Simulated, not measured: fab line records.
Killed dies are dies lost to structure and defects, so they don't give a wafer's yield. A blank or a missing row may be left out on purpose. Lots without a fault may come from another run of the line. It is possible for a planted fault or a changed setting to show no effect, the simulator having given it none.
What tool caused it? :: flow n5_finfet :: 11 lots with 33 wafers sampled at 4 steps, on a route of 1938 steps

WHAT THE GAUGES SHOWED, per wafer
N5_MIM_BOT_LITHO_OVL_MEAS_11.
lot: L987
measured: day 12 12:50
on: overlay-02
MIM_BOT_OVL (nm): 6 -4 8

lot: L988
measured: day 12 15:37
on: overlay-02
MIM_BOT_OVL (nm): 7 6 0

lot: L992
measured: day 13 10:56
on: overlay-02
MIM_BOT_OVL (nm): 1 -10 5

lot: L101
measured: day 16 14:13
on: overlay-02
MIM_BOT_OVL (nm): 3 -7 12

lot: L102
measured: day 16 20:38
on: overlay-02
MIM_BOT_OVL (nm): 13 19 3

lot: L104
measured: day 17 14:58
on: overlay-01
MIM_BOT_OVL (nm): 0 2 0

lot: L106
measured: day 17 21:40
on: overlay-02
MIM_BOT_OVL (nm): 7 18 6

lot: L107
measured: day 18 01:07
on: overlay-01
MIM_BOT_OVL (nm): 12 7 8

lot: L108
measured: day 18 02:58
on: overlay-01
MIM_BOT_OVL (nm): -4 -5 1

lot: L109
measured: day 18 22:43
on: overlay-01
MIM_BOT_OVL (nm): 16 0 8

lot: L110
measured: day 19 05:56
on: overlay-02
MIM_BOT_OVL (nm): 9 6 5

WHICH TOOL RAN EACH LOT (tool, then ch and the chambers of the sampled wafers, then the start)
lot: L987
N5_STI_FIN_REVEAL_ALD_00: ald_sin-02 ch 0,1,3, day 2 06:27
N5_MIM_BOT_SPUTTER_00: pvd_sputter-02, day 12 10:11
N5_MIM_TOP_ETCH_PECVD_03: pecvd-03 ch 0,1,2, day 12 11:49

lot: L988
N5_STI_FIN_REVEAL_ALD_00: ald_sin-02 ch 0,1,3, day 2 10:13
N5_MIM_BOT_SPUTTER_00: pvd_sputter-02, day 12 13:23
N5_MIM_TOP_ETCH_PECVD_03: pecvd-02 ch 0,2, day 12 15:07

lot: L992
N5_STI_FIN_REVEAL_ALD_00: ald_sin-02 ch 1,2,3, day 3 10:19
N5_MIM_BOT_SPUTTER_00: pvd_sputter-02, day 13 08:35
N5_MIM_TOP_ETCH_PECVD_03: pecvd-02 ch 1,2, day 13 10:32

lot: L101
N5_STI_FIN_REVEAL_ALD_00: ald_sin-01 ch 1,2, day 5 15:56
N5_MIM_BOT_SPUTTER_00: pvd_sputter-01, day 16 08:38
N5_MIM_TOP_ETCH_PECVD_03: pecvd-02 ch 0,2, day 16 13:42

lot: L102
N5_STI_FIN_REVEAL_ALD_00: ald_sin-01 ch 1,2,3, day 5 23:52
N5_MIM_BOT_SPUTTER_00: pvd_sputter-03, day 16 17:46
N5_MIM_TOP_ETCH_PECVD_03: pecvd-03 ch 1,2, day 16 20:15

lot: L104
N5_STI_FIN_REVEAL_ALD_00: ald_sin-04 ch 0,1, day 6 11:46
N5_MIM_BOT_SPUTTER_00: pvd_sputter-02, day 17 12:06
N5_MIM_TOP_ETCH_PECVD_03: pecvd-02 ch 0,1, day 17 14:34

lot: L106
N5_STI_FIN_REVEAL_ALD_00: ald_sin-02 ch 0,2,3, day 6 21:32
N5_MIM_BOT_SPUTTER_00: pvd_sputter-02, day 17 19:00
N5_MIM_TOP_ETCH_PECVD_03: pecvd-03 ch 1,2, day 17 21:16

lot: L107
N5_STI_FIN_REVEAL_ALD_00: ald_sin-04 ch 0,2,3, day 7 05:13
N5_MIM_BOT_SPUTTER_00: pvd_sputter-02, day 17 21:19
N5_MIM_TOP_ETCH_PECVD_03: pecvd-02 ch 0,2, day 18 00:44

lot: L108
N5_STI_FIN_REVEAL_ALD_00: ald_sin-04 ch 1,2, day 7 09:21
N5_MIM_BOT_SPUTTER_00: pvd_sputter-02, day 18 00:37
N5_MIM_TOP_ETCH_PECVD_03: pecvd-03 ch 1,2, day 18 02:34

lot: L109
N5_STI_FIN_REVEAL_ALD_00: ald_sin-02 ch 0,2,3, day 7 15:35
N5_MIM_BOT_SPUTTER_00: pvd_sputter-02, day 18 19:08
N5_MIM_TOP_ETCH_PECVD_03: pecvd-03 ch 0,1,2, day 18 22:12

lot: L110
N5_STI_FIN_REVEAL_ALD_00: ald_sin-04 ch 1,2, day 7 21:55
N5_MIM_BOT_SPUTTER_00: pvd_sputter-02, day 19 03:40
N5_MIM_TOP_ETCH_PECVD_03: pecvd-01 ch 0,1, day 19 05:33
- N5_STI_FIN_REVEAL_ALD_00: deposits SiO2, target thk 1 nm, pulse time 1 s.
- N5_MIM_BOT_SPUTTER_00: material TiN, target thk 35 nm, time 89.7 s.
- N5_MIM_TOP_ETCH_PECVD_03: deposits SiNx from SiH4/NH3/N2, target thk 20 nm, time 17.6 s.

AS READ BY THE TOOLS THEMSELVES (means over the sampled wafers that have a number; for cases with no such wafer, the mark the record gives instead)
N5_STI_FIN_REVEAL_ALD_00.
lot: L987
tool: ald_sin-02
heater_power_w (W): 482
precursor_pulse_height_rel: 1.004

lot: L988
tool: ald_sin-02
heater_power_w (W): 480
precursor_pulse_height_rel: 1.006

lot: L992
tool: ald_sin-02
heater_power_w (W): 528
precursor_pulse_height_rel: 0.994

lot: L101
tool: ald_sin-01
heater_power_w (W): 495
precursor_pulse_height_rel: 0.995

lot: L102
tool: ald_sin-01
heater_power_w (W): 459
precursor_pulse_height_rel: 1.008

lot: L104
tool: ald_sin-04
heater_power_w (W): 475
precursor_pulse_height_rel: 0.992

lot: L106
tool: ald_sin-02
heater_power_w (W): 498
precursor_pulse_height_rel: 0.988

lot: L107
tool: ald_sin-04
heater_power_w (W): 485
precursor_pulse_height_rel: 0.991

lot: L108
tool: ald_sin-04
heater_power_w (W): 471
precursor_pulse_height_rel: 1.025

lot: L109
tool: ald_sin-02
heater_power_w (W): 501
precursor_pulse_height_rel: 0.998

lot: L110
tool: ald_sin-04
heater_power_w (W): 475
precursor_pulse_height_rel: 0.985

N5_MIM_BOT_SPUTTER_00.
lot: L987
tool: pvd_sputter-02
chamber_pressure_pa (Pa): 0.4993
throttle_valve_pct (%): 30.1

lot: L988
tool: pvd_sputter-02
chamber_pressure_pa (Pa): 0.4998
throttle_valve_pct (%): 29.8

lot: L992
tool: pvd_sputter-02
chamber_pressure_pa (Pa): 0.4994
throttle_valve_pct (%): 30.5

lot: L101
tool: pvd_sputter-01
chamber_pressure_pa (Pa): 0.5000
throttle_valve_pct (%): 30.1

lot: L102
tool: pvd_sputter-03
chamber_pressure_pa (Pa): 0.4994
throttle_valve_pct (%): 30.5

lot: L104
tool: pvd_sputter-02
chamber_pressure_pa (Pa): 0.5001
throttle_valve_pct (%): 30.0

lot: L106
tool: pvd_sputter-02
chamber_pressure_pa (Pa): 0.4993
throttle_valve_pct (%): 29.8

lot: L107
tool: pvd_sputter-02
chamber_pressure_pa (Pa): 0.4995
throttle_valve_pct (%): 30.1

lot: L108
tool: pvd_sputter-02
chamber_pressure_pa (Pa): 0.4996
throttle_valve_pct (%): 29.9

lot: L109
tool: pvd_sputter-02
chamber_pressure_pa (Pa): 0.5003
throttle_valve_pct (%): 30.0

lot: L110
tool: pvd_sputter-02
chamber_pressure_pa (Pa): 0.5005
throttle_valve_pct (%): 29.1

N5_MIM_TOP_ETCH_PECVD_03.
lot: L987
tool: pecvd-03
heater_power_w (W): 742
showerhead_plenum_p_Torr (Torr): 5.16
throttle_valve_pct (%): 40

lot: L988
tool: pecvd-02
heater_power_w (W): 682
showerhead_plenum_p_Torr (Torr): 5.12
throttle_valve_pct (%): 39

lot: L992
tool: pecvd-02
heater_power_w (W): 761
showerhead_plenum_p_Torr (Torr): 5.16
throttle_valve_pct (%): 42

lot: L101
tool: pecvd-02
heater_power_w (W): 825
showerhead_plenum_p_Torr (Torr): 5.17
throttle_valve_pct (%): 38

lot: L102
tool: pecvd-03
heater_power_w (W): 780
showerhead_plenum_p_Torr (Torr): 5.13
throttle_valve_pct (%): 41

lot: L104
tool: pecvd-02
heater_power_w (W): 679
showerhead_plenum_p_Torr (Torr): 5.08
throttle_valve_pct (%): 42

lot: L106
tool: pecvd-03
heater_power_w (W): 758
showerhead_plenum_p_Torr (Torr): 5.14
throttle_valve_pct (%): 41

lot: L107
tool: pecvd-02
heater_power_w (W): 749
showerhead_plenum_p_Torr (Torr): 5.18
throttle_valve_pct (%): 38

lot: L108
tool: pecvd-03
heater_power_w (W): 687
showerhead_plenum_p_Torr (Torr): 5.16
throttle_valve_pct (%): 43

lot: L109
tool: pecvd-03
heater_power_w (W): 743
showerhead_plenum_p_Torr (Torr): 5.15
throttle_valve_pct (%): 41

lot: L110
tool: pecvd-01
heater_power_w (W): 692
showerhead_plenum_p_Torr (Torr): 5.13
throttle_valve_pct (%): 38

THE ANSWER, worked out from the rows above alone
Rule: what is usual is taken from the lots themselves. The widest of any qualifying gaps counts: lots, ordered by their means at a reading, are off when they make up no more than a third of the lots, leave a main group of 4 or more, and stand apart from it by 3 or more times the standard deviation of that group's means. A main group whose means are all the same, to the digits that the tables above print for the reading, isn't used. Also off: a lot with no number at a reading for which 4 or more lots have one. The other lots that the step has rows for count as sound. First the gauges in route order, then the tools' own readings, where a lot's mean is used as printed above. The first step at which some lot is off is used, and at that step the reading that is off furthest; a lot without a number counts as furthest.
No lot is off on any of the readings shown, so nothing can be concluded from this.

WHAT HAD BEEN PUT IN BY THE SIMULATOR
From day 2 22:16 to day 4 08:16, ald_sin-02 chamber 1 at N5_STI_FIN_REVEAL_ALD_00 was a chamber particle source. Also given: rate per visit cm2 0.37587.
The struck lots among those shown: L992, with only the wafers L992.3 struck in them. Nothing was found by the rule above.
